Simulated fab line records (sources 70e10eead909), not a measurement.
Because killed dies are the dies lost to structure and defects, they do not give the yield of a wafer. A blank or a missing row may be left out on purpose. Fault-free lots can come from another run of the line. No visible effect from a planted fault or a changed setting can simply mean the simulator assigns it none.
Problem report in the 8D (eight disciplines) form, filled by code + flow nand_harc + the parts of the form that need people (team, actions taken, sign-off) are left out

1. THE ISSUE
Wafers without a fault read 119.7 nm, standard deviation 0.59; cd_nm at NHARC_P_GATE_CD_MEAS_26 reads a mean of 107.4 nm on 9 wafers belonging to 3 lots. That is -21 standard deviations from the usual mean.
The step: target cd 120 nm.
First seen on wafer L284.2, day 7 22:16, on cd_sem-01. The record holds 36 wafers of 12 lots with a number at this step. Rule for "out", or "out of limits": more than 4 standard deviations from the usual mean. The other wafers with a number count as sound.

2. WHAT IT IS AND WHAT IT IS NOT
| question                    | is                     | is not                                                                                 |
|-----------------------------|------------------------|----------------------------------------------------------------------------------------|
| which readings at this step | cd_nm                  | -                                                                                      |
| which lots                  | L281, L284, L286       | L270, L272, L273, L274, L278, L283, L287, L288, L290                                   |
| which wafers of those lots  | all that have a number | -                                                                                      |
| read on which gauges        | cd_sem-01, cd_sem-02   | cd_sem-03                                                                              |
| when                        | from day 7 22:16       | up to then (15 sound wafers); but 12 sound wafers of L283, L287, L288, L290 came after |

3. THE SUSPECTS, EACH WITH WHAT RULES IT OUT
Counting: a tool stays on the suspect list if, at a process step up to the reading, it processed all lots that are out and no sound lot following the first of them.
- the gauge at NHARC_P_GATE_CD_MEAS_26: ruled out. 2 gauges (cd_sem-01, cd_sem-02) read the wafers that are out.
- litho_track-06 at NHARC_P_GATE_PEB_24 (peb time 65 s): kept. All lots that are out passed through it, beginning with L284 at day 7 22:11, and no sound lot followed; its final sound lot before that point was L278 at day 6 18:46.
The count leaves litho_track-06 at NHARC_P_GATE_PEB_24.

4. THE CAUSE (what the simulator had put in)
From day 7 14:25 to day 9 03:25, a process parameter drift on litho_track-06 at NHARC_P_GATE_PEB_24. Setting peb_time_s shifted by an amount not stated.
Only this tool survived the counting.

5. THE EFFECT CHAIN, in route order
One row per reading whose mean, taken over the struck wafers that have a number, lies over 3 standard deviations from the usual. Only readings for which the record gives a usual standard deviation are gone through. hours: the time from each lot's start at the first step in this table that gives one to its start at this step, as a median over the lots. sigmas: the change in usual standard deviations.
| hours | step                    | reading | usual    | on struck wafers | change | sigmas |
|-------|-------------------------|---------|----------|------------------|--------|--------|
| 0     | NHARC_P_GATE_CD_MEAS_26 | cd_nm   | 119.7 nm | 107.4            | -12.3  | -21    |
Later steps that measure or inspect, where all struck wafers having a row at the step show a number for every such reading and not one has moved that far: NHARC_END_SORT_01.

6. WHAT WOULD HAVE CAUGHT IT SOONER
In this record the first reading out of limits at a measuring or inspecting step was taken at day 7 22:16, 8 hours after the fault began at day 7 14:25.
Of the lots that are out (3), L281, L286 began NHARC_P_GATE_PEB_24 on litho_track-06 after day 7 22:16. A hold on the tool at that time would have spared those 2.
